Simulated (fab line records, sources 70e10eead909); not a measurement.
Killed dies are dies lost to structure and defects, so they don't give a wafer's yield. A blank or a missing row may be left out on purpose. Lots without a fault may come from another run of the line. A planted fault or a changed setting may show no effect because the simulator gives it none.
Which tool did it? | flow nand_harc | 12 lots, 36 wafers sampled, at 6 steps of a route of 1302

WHAT THE GAUGES READ, wafer by wafer
NHARC_P_ZERO_WELL_CD_MEAS_37: target cd 720 nm. Usual: cd_nm 720.3 nm, standard deviation 1.4.
lot  | measured     | on        | cd_nm (nm)        | flag
L231 | day 2 00:55  | cd_sem-01 | 718.0 720.4 720.8 |
L233 | day 2 20:46  | cd_sem-02 | 762.9 763.6 762.5 | OFF
L243 | day 7 00:05  | cd_sem-02 | 723.9 719.1 722.2 |
L244 | day 7 10:15  | cd_sem-02 | 719.4 720.2 722.2 |
L245 | day 7 20:17  | cd_sem-03 | 721.3 721.6 720.2 |
L246 | day 8 06:01  | cd_sem-01 | 719.9 718.8 721.9 |
L247 | day 8 15:53  | cd_sem-03 | 721.4 719.2 720.6 |
L249 | day 9 12:08  | cd_sem-02 | 722.9 722.3 724.6 |
L250 | day 9 21:59  | cd_sem-02 | 720.5 721.6 718.4 |
L251 | day 10 08:22 | cd_sem-03 | 719.0 721.1 717.5 |
L252 | day 10 18:07 | cd_sem-01 | 719.8 720.5 719.5 |
L254 | day 11 14:07 | cd_sem-03 | 721.5 718.0 723.1 |

NHARC_P_STI_OVL_MEAS_10. Usual: overlay_x_nm 0 nm, standard deviation 6.8; overlay_y_nm 0 nm, standard deviation 5.2.
lot  | measured     | on         | overlay_x_nm (nm) | overlay_y_nm (nm) | flag
L231 | day 2 23:58  | overlay-02 | 4 4 3             | 1 1 2             |
L233 | day 3 16:36  | overlay-01 | -11 -11 -10       | 1 2 1             |
L243 | day 7 20:24  | overlay-02 | 10 9 10           | -4 -3 -4          |
L244 | day 8 06:38  | overlay-02 | 4 4 4             | 2 2 2             |
L245 | day 8 14:47  | overlay-01 | 5 6 6             | 3 2 3             |
L246 | day 9 03:05  | overlay-01 | 1 1 1             | 9 9 9             |
L247 | day 9 09:59  | overlay-01 | -1 -1 -1          | -14 -14 -14       |
L249 | day 10 12:26 | overlay-01 | 4 4 4             | 1 0 1             |
L250 | day 10 22:59 | overlay-02 | -5 -5 -5          | -4 -3 -4          |
L251 | day 11 03:07 | overlay-01 | -6 -6 -6          | 1 2 1             |
L252 | day 11 12:59 | overlay-02 | -1 -1 -2          | 6 5 6             |
L254 | day 12 08:36 | overlay-01 | -4 -4 -4          | -6 -6 -7          |

NHARC_END_SORT_01. Usual: killed_at_array 52, standard deviation 18; killed_at_other 0.6, standard deviation 1.1; killed_at_periphery 3.7, standard deviation 2.4; killed_dies 57, standard deviation 19; killed_open 3.1, standard deviation 1.7; killed_short 2.5, standard deviation 1.7.
lot  | measured     | on        | killed_at_array | killed_at_other | killed_at_periphery | killed_dies | killed_open | killed_short | flag
L243 | day 29 22:02 | prober-01 | 76 80 82        | 7 1 0           | 4 3 3               | 87 84 85    | 1 3 4       | 0 2 3        |
L245 | day 31 18:22 | prober-01 | 43 50 50        | 1 0 0           | 9 3 7               | 53 53 57    | 6 1 4       | 3 5 5        |
L246 | day 31 13:55 | prober-02 | 41 22 25        | 1 3 1           | 1 5 5               | 43 30 31    | 4 4 4       | 9 1 0        |
L249 | day 32 08:02 | prober-02 | 63 62 53        | 0 0 0           | 8 10 6              | 71 72 59    | 7 1 4       | 0 5 3        |
L250 | day 32 20:50 | prober-01 | 77 71 53        | 0 0 0           | 4 4 5               | 81 75 58    | 7 4 6       | 1 3 0        |
L251 | day 32 06:28 | prober-01 | 27 46 47        | 2 0 0           | 4 5 1               | 33 51 48    | 6 2 3       | 3 4 2        |
L254 | day 34 04:11 | prober-01 | 64 60 65        | 0 2 1           | 3 1 2               | 67 63 68    | 3 1 3       | 3 3 2        |

WHICH TOOL RAN EACH LOT (tool, then ch and the chambers of the sampled wafers, then the start)
lot  | NHARC_P_ZERO_WELL_EXPOSE_34       | NHARC_P_STI_DESCUM_14              | NHARC_P_STI_ETCH_31
L231 | krf_scanner-02 ch 0, day 2 00:46  | rie_diel-12 ch 2,3, day 3 00:08    | rie_diel-12 ch 0,1,3, no start
L233 | krf_scanner-03 ch 0, day 2 20:37  | rie_diel-03 ch 0,1, day 3 16:46    | rie_diel-03 ch 0,1,2, no start
L243 | krf_scanner-02 ch 0, day 6 23:56  | rie_diel-03 ch 1,3, day 7 20:34    | rie_diel-03 ch 1,2, day 29 22:02 or earlier
L244 | krf_scanner-03 ch 0, day 7 10:06  | rie_diel-12 ch 0,1,2, day 8 06:50  | rie_diel-12 ch 0,1,3, no start
L245 | krf_scanner-02 ch 0, day 7 20:08  | rie_diel-01 ch 2,3, day 8 14:58    | rie_diel-01 ch 0,3, day 31 18:22 or earlier
L246 | krf_scanner-02 ch 0, day 8 05:51  | rie_diel-03 ch 0,2,3, day 9 03:15  | rie_diel-03 ch 0,1,2, day 31 13:55 or earlier
L247 | krf_scanner-02 ch 0, day 8 15:43  | rie_diel-01 ch 0,3, day 9 10:10    | rie_diel-01 ch 0,1, no start
L249 | krf_scanner-03 ch 0, day 9 11:58  | rie_diel-12 ch 0,1,2, day 10 12:37 | rie_diel-12 ch 0,1,2, day 32 08:02 or earlier
L250 | krf_scanner-04 ch 0, day 9 21:50  | rie_diel-12 ch 0,1,2, day 10 23:10 | rie_diel-12 ch 0,2, day 32 20:50 or earlier
L251 | krf_scanner-02 ch 0, day 10 08:13 | rie_diel-01 ch 1,2,3, day 11 03:19 | rie_diel-01 ch 2,3, day 32 06:28 or earlier
L252 | krf_scanner-02 ch 0, day 10 17:58 | rie_diel-03 ch 1,2,3, day 11 13:10 | rie_diel-03 ch 0,1,2, no start
L254 | krf_scanner-04 ch 0, day 11 13:58 | rie_diel-01 ch 1,2, day 12 08:46   | rie_diel-01 ch 0,1,2, day 34 04:11 or earlier
- NHARC_P_ZERO_WELL_EXPOSE_34: exposes mask P PWELL, target cd 720 nm.
- NHARC_P_STI_DESCUM_14: chemistry O2, time 3 s.
- NHARC_P_STI_ETCH_31: etches the open film in CF4/CHF3, target depth 108.9 nm, time 54.5 s.

WHAT THE TOOLS THEMSELVES READ (means of the sampled wafers that have a number; where no wafer has one, the mark that the record gives instead)
NHARC_P_STI_DESCUM_14. Usual: drypump_motor_current_A 5.9 A, standard deviation 0.42; oes_product_au 0.998 a.u., standard deviation 0.0082; rf_vpp_V 57.9 V, standard deviation 0.88; showerhead_plenum_p_Torr 1.94 Torr, standard deviation 0.066; throttle_valve_pct 11.311 %, standard deviation 0.0084.
lot  | tool        | drypump_motor_current_A (A) | oes_product_au (a.u.) | rf_vpp_V (V) | showerhead_plenum_p_Torr (Torr) | throttle_valve_pct (%) | flag
L231 | rie_diel-12 | 5.2                         | 1.005                 | 57.0         | 2.06                            | 11.302                 |
L233 | rie_diel-03 | 5.6                         | 0.988                 | 58.3         | 1.99                            | 11.306                 |
L243 | rie_diel-03 | 5.7                         | 0.994                 | 57.9         | 1.98                            | 11.316                 |
L244 | rie_diel-12 | 6.2                         | 0.996                 | 58.7         | 1.94                            | 11.306                 |
L245 | rie_diel-01 | 6.1                         | 1.004                 | 58.5         | 1.94                            | 11.316                 |
L246 | rie_diel-03 | 5.9                         | 0.994                 | 57.6         | 1.94                            | 11.312                 |
L247 | rie_diel-01 | 6.1                         | 1.004                 | 58.1         | 1.89                            | 11.317                 |
L249 | rie_diel-12 | 6.2                         | 0.992                 | 58.5         | 1.94                            | 11.312                 |
L250 | rie_diel-12 | 6.1                         | 0.998                 | 58.3         | 1.94                            | 11.316                 |
L251 | rie_diel-01 | 6.0                         | 1.008                 | 57.4         | 1.90                            | 11.314                 |
L252 | rie_diel-03 | 5.8                         | 1.005                 | 57.6         | 1.97                            | 11.314                 |
L254 | rie_diel-01 | 6.1                         | 1.004                 | 58.6         | 1.94                            | 11.311                 |

NHARC_P_STI_ETCH_31. Usual: drypump_motor_current_A 5.9 A, standard deviation 0.39; oes_product_au 0.949 a.u., standard deviation 0.022; rf_vpp_V 371.3 V, standard deviation 1.9; showerhead_plenum_p_Torr 1.59 Torr, standard deviation 0.051; throttle_valve_pct 16.801 %, standard deviation 0.0084.
lot  | tool        | drypump_motor_current_A (A) | oes_product_au (a.u.) | rf_vpp_V (V) | showerhead_plenum_p_Torr (Torr) | throttle_valve_pct (%) | flag
L231 | rie_diel-12 | 5.6                         | 0.926                 | 371.2        | 1.60                            | 16.803                 |
L233 | rie_diel-03 | 5.7                         | 0.941                 | 373.1        | 1.63                            | 16.794                 |
L243 | rie_diel-03 | 5.6                         | 0.919                 | 372.3        | 1.65                            | 16.798                 |
L244 | rie_diel-12 | 5.6                         | 0.924                 | 371.7        | 1.60                            | 16.794                 |
L245 | rie_diel-01 | 6.1                         | 0.924                 | 369.5        | 1.55                            | 16.800                 |
L246 | rie_diel-03 | 5.7                         | 0.958                 | 371.8        | 1.63                            | 16.807                 |
L247 | rie_diel-01 | 5.9                         | 0.964                 | 370.6        | 1.55                            | 16.803                 |
L249 | rie_diel-12 | 6.1                         | 0.957                 | 371.7        | 1.60                            | 16.804                 |
L250 | rie_diel-12 | 6.2                         | 0.957                 | 371.3        | 1.63                            | 16.802                 |
L251 | rie_diel-01 | 6.1                         | 0.971                 | 370.8        | 1.59                            | 16.804                 |
L252 | rie_diel-03 | 5.7                         | 0.963                 | 373.3        | 1.63                            | 16.811                 |
L254 | rie_diel-01 | 6.1                         | 0.947                 | 370.4        | 1.58                            | 16.800                 |

THE ANSWER, worked out from the rows above alone
Rule: a lot is off if the mean of its wafers that have a number lies more than 3 standard deviations from the usual mean. A lot without any number at a reading at which 4 lots or more have one is off too. The other lots that the step has rows for count as sound. The gauges are gone through in route order, then the tools' own readings, and for those a lot's mean is taken as printed above. The first step at which some lot is off is used, and at that step the reading that is off furthest; a lot without a number counts as furthest.
Off: L233, at NHARC_P_ZERO_WELL_CD_MEAS_37 (cd_nm).
A tool fits if, at a process step before that reading, it ran every lot that is off, and no sound lot after the first of them. The gauges at NHARC_P_ZERO_WELL_CD_MEAS_37 are tried like those tools. None of those tried fits.

WHAT THE SIMULATOR HAD PUT IN
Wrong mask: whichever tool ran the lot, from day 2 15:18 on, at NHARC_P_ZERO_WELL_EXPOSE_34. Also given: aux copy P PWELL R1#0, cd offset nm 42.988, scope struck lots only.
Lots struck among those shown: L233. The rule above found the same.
